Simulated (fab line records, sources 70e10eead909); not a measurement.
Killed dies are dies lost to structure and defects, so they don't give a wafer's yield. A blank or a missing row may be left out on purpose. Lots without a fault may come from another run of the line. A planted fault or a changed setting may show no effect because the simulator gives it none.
A struck lot beside a sound one | flow nand_harc | 45 steps out of a route of 1159
Sound: wafers L997.2, L997.3, L997.4. Struck: wafers L108.1, L108.3, L108.4. The cause comes at the end.
At each step with rows: each side's tool, then ch and its chambers, then its first start. Under that, the readings that differ: sound wafers | struck wafers | difference of the means | sigmas: that difference in standard deviations of wafers without a fault.
alike: readings whose means differ by less than 2 such deviations, and words and numbers that are the same on both sides. not compared: withheld readings, readings that some wafer has no value for, bounds like >300 that may hide the same value, and numbers for which the record gives no deviation and whose values overlap.
The two part at a step that has a row with sigmas, a row that says differs or no value, or rows on one side only. Numbers that don't overlap but have no deviation are shown without sigmas and don't part them. A reading that every wafer of one side lacks parts them only if that side has two wafers or more.

first, 3 steps without rows for these wafers: NHARC_A_CHANNEL_HOLE_D1_EXPOSE_07 (exposes mask HOLE D1, target cd 100 nm); NHARC_A_CHANNEL_HOLE_D1_PEB_08 (peb time 65 s); NHARC_A_CHANNEL_HOLE_D1_DEVELOP_09 (develop time 35 s).
NHARC_A_CHANNEL_HOLE_D1_CD_MEAS_10: target cd 100 nm.
  sound on cd_sem-01 ch 0, day 8 04:55; struck on cd_sem-02 ch 0, day 12 02:30
  alike: cd_nm
NHARC_A_CHANNEL_HOLE_D1_OVL_MEAS_11:
  sound on overlay-02, day 8 05:00; struck on overlay-02, day 12 02:35
  alike: overlay_x_nm, overlay_y_nm
NHARC_A_CHANNEL_HOLE_D1_INSPECT_12:
  sound on defect_inspect-02, day 8 05:02; struck on defect_inspect-01, day 12 02:38
  alike: raw_defect_count
NHARC_A_CHANNEL_HOLE_D1_DESCUM_15: chemistry O2, time 3 s.
  sound on rie_diel-09 ch 0,2,3, day 8 05:06; struck on rie_diel-09 ch 0,1,3, day 12 02:41
  reading                | sound       | struck | difference | sigmas
  rf_hours_counter_h (h) | 7.2 6.5 6.0 | 0 0 0  | -7         |
  alike: drypump_motor_current_A, oes_product_au, rf_vpp_V, showerhead_plenum_p_Torr, throttle_valve_pct
then, 3 steps without rows for these wafers: NHARC_A_CHANNEL_HOLE_D1_ETCH_38 (etches the open film in CF4, target depth 39 nm, time 65 s); NHARC_A_CHANNEL_HOLE_D1_ETCH_39 (etches the open film in N2/H2, target depth 260 nm, time 325 s); NHARC_A_CHANNEL_HOLE_D1_ETCH_34 (etches the open film in CF4/CHF3, target depth 154 nm, time 77 s).
NHARC_A_CHANNEL_HOLE_D1_ETCH_16: etches the open film in O2/COS, target depth 3100 nm, time 806 s.
  sound on rie_diel-09 ch 0,1,3; struck on rie_diel-09 ch 0,2,3
  reading                | sound       | struck      | difference | sigmas
  rf_hours_counter_h (h) | 7.5 7.0 6.8 | 0.2 0.3 0.4 | -6.8       |
  alike: drypump_motor_current_A, oes_product_au, rf_vpp_V, showerhead_plenum_p_Torr, throttle_valve_pct
NHARC_A_CHANNEL_HOLE_D1_CD_MEAS_18:
  sound on cd_sem-02, day 8 06:13; struck on cd_sem-02, day 12 03:48
  alike: cd_nm
NHARC_A_CHANNEL_HOLE_D1_ETCH_19: etches the open film in C4F8/O2/Ar, time 34.5 s.
  sound on har_etch-02 ch 0,1, day 8 06:18; struck on har_etch-02 ch 0,1, day 12 03:53
  reading                | sound                | struck               | difference | sigmas
  throttle_valve_pct (%) | 37.038 37.027 37.022 | 37.058 37.037 37.046 | +0.018     | +2
  alike: drypump_motor_current_A, showerhead_plenum_p_Torr
  not compared: rf_hours_counter_h
then, 6 steps without rows for these wafers: NHARC_A_CHANNEL_HOLE_D1_ETCH_20 (etches the open film in C4F8/O2/Ar, time 361.9 s, target depth 1600 nm); NHARC_A_CHANNEL_HOLE_D1_ETCH_21 (etches the open film in C4F8/O2/Ar, time 514.3 s, target depth 1600 nm); NHARC_A_CHANNEL_HOLE_D1_ETCH_22 (etches the open film in C4F8/O2/Ar, time 666.7 s, target depth 1600 nm); NHARC_A_CHANNEL_HOLE_D1_ETCH_23 (etches the open film in C4F8/O2/Ar, time 819 s, target depth 1600 nm); NHARC_A_CHANNEL_HOLE_D1_ETCH_24 (etches the open film in C4F8/O2/Ar, time 906.2 s, target depth 1500 nm); NHARC_A_CHANNEL_HOLE_D1_ETCH_25 (etches the open film in C4F8/O2/Ar, time 1040.2 s, target depth 1500 nm).
NHARC_A_CHANNEL_HOLE_D1_ETCH_26: etches the open film in C4F8/O2/Ar, time 224.1 s, target depth 300 nm.
  sound on har_etch-02 ch 0,1, day 8 10:08; struck on har_etch-02 ch 0,1, day 12 07:42
  alike: drypump_motor_current_A, showerhead_plenum_p_Torr, throttle_valve_pct
  not compared: rf_hours_counter_h
then, 8 steps without rows for these wafers: NHARC_A_CHANNEL_HOLE_D1_ETCH_33 (etches the open film in C4F8/O2/Ar, time 90 s, target depth 400 nm); NHARC_A_CHANNEL_HOLE_D1_STRIP_41 (strips in N2/H2); NHARC_A_CHANNEL_HOLE_D1_STRIP_42 (strips in CF4/CHF3); NHARC_A_CHANNEL_HOLE_D1_STRIP_43 (strips in O2/COS); NHARC_A_CHANNEL_HOLE_D1_ETCH_44 (etches the open film in CF4/O2, target depth 140 nm, overetch 14 nm, time 77 s); NHARC_A_CHANNEL_HOLE_D1_STRIP_27 (strips in O2); NHARC_A_CHANNEL_HOLE_D1_PRECLEAN_28 (cleans in SC1); NHARC_A_CHANNEL_HOLE_D1_SRD_29.
NHARC_A_CHANNEL_HOLE_D1_CD_MEAS_30:
  sound on cd_sem-02, day 8 11:50; struck on cd_sem-03, day 12 09:25
  alike: cd_nm
then, 1 step without rows for these wafers: NHARC_A_CHANNEL_HOLE_D1_XSEM_31.
NHARC_A_CHANNEL_HOLE_D1_INSPECT_40:
  sound on defect_inspect-01, day 8 12:01; struck on defect_inspect-02, day 12 09:37
  alike: raw_defect_count
then, 2 steps without rows for these wafers: NHARC_A_CHANNEL_FILL_D1_PRECLEAN_00 (cleans in SC1); NHARC_A_CHANNEL_FILL_D1_SRD_01.
NHARC_A_CHANNEL_FILL_D1_ALD_02: deposits SiO2, target thk 6 nm, pulse time 10 s, ald cycles 60.
  sound on ald_hk-04 ch 0,1,2, day 8 12:13; struck on ald_hk-04 ch 0,2,3, day 12 09:49
  alike: heater_power_outer_w, heater_power_w, precursor_pulse_height_rel
NHARC_A_CHANNEL_FILL_D1_ALD_03: deposits SiNx, target thk 6 nm, pulse time 60 s, ald cycles 58.
  sound on ald_sin_batch-01 ch 0; struck on ald_sin_batch-03 ch 0
  alike: precursor_pulse_height_rel
then, 7 steps without rows for these wafers: NHARC_A_CHANNEL_FILL_D1_ALD_14 (deposits SiO2, target thk 2.5 nm, pulse time 10 s, ald cycles 25); NHARC_A_CHANNEL_FILL_D1_ALD_15 (deposits SiNx, target thk 2 nm, pulse time 60 s, ald cycles 19); NHARC_A_CHANNEL_FILL_D1_ALD_16 (deposits SiO2, target thk 1.5 nm, pulse time 10 s, ald cycles 15); NHARC_A_CHANNEL_FILL_D1_ANNEAL_17 (time 1800 s); NHARC_A_CHANNEL_FILL_D1_CVD_18 (deposits poly-Si, target thk 3 nm); NHARC_A_CHANNEL_FILL_D1_ETCHBACK_19 (etches the open film in HBr/Cl2, target depth 5 nm, time 1.7 s); NHARC_A_CHANNEL_FILL_D1_ETCHBACK_20 (etches the open film in C4F8/O2/Ar, target depth 27 nm, time 13.5 s).
-- the record jumps here: 10 days lie between the struck wafers' starts before and after (it left off in module A_CHANNEL_FILL_D1 and takes up again in module A_M0, whose first step shown is number 1007 of the route) --
NHARC_A_M0_DESCUM_14: chemistry O2, time 3 s.
  sound on rie_diel-10 ch 0,1, day 17 16:39; struck on rie_diel-04 ch 0,1,2, day 22 02:08
  reading               | sound             | struck            | difference | sigmas
  model.A_M0.cd_nm (nm) | 80.36 80.93 81.09 | 75.18 75.57 75.61 | -5.34      |
  alike: drypump_motor_current_A, oes_product_au, rf_vpp_V, showerhead_plenum_p_Torr, throttle_valve_pct
  not compared: rf_hours_counter_h
NHARC_A_M0_ETCH_15: etches the open film in C4F8/Ar, target depth 150 nm, overetch 15 nm, time 82.5 s.
  sound on rie_diel-10 ch 0,1; struck on rie_diel-04 ch 1,2,3
  reading               | sound             | struck          | difference | sigmas
  model.A_M0.cd_nm (nm) | 80.69 81.25 81.39 | 74.9 75.7 75.83 | -5.6       |
  alike: oes_product_au, rf_vpp_V
  not compared: rf_hours_counter_h
NHARC_END_SORT_01:
  sound on prober-02 ch 0, day 19 14:18; struck on prober-01 ch 0, day 23 21:34
  alike: killed_at_array, killed_at_other, killed_at_periphery, killed_dies, killed_open, killed_short

WHERE THEY PART
Only at NHARC_A_CHANNEL_HOLE_D1_ETCH_19, within this record. Later steps at which nothing parts them and some readings are alike: NHARC_A_CHANNEL_HOLE_D1_ETCH_26, NHARC_A_CHANNEL_HOLE_D1_CD_MEAS_30, NHARC_A_CHANNEL_HOLE_D1_INSPECT_40, NHARC_A_CHANNEL_FILL_D1_ALD_02, NHARC_A_CHANNEL_FILL_D1_ALD_03, NHARC_A_M0_DESCUM_14, NHARC_A_M0_ETCH_15, NHARC_END_SORT_01.

WHY: what the simulator had put in
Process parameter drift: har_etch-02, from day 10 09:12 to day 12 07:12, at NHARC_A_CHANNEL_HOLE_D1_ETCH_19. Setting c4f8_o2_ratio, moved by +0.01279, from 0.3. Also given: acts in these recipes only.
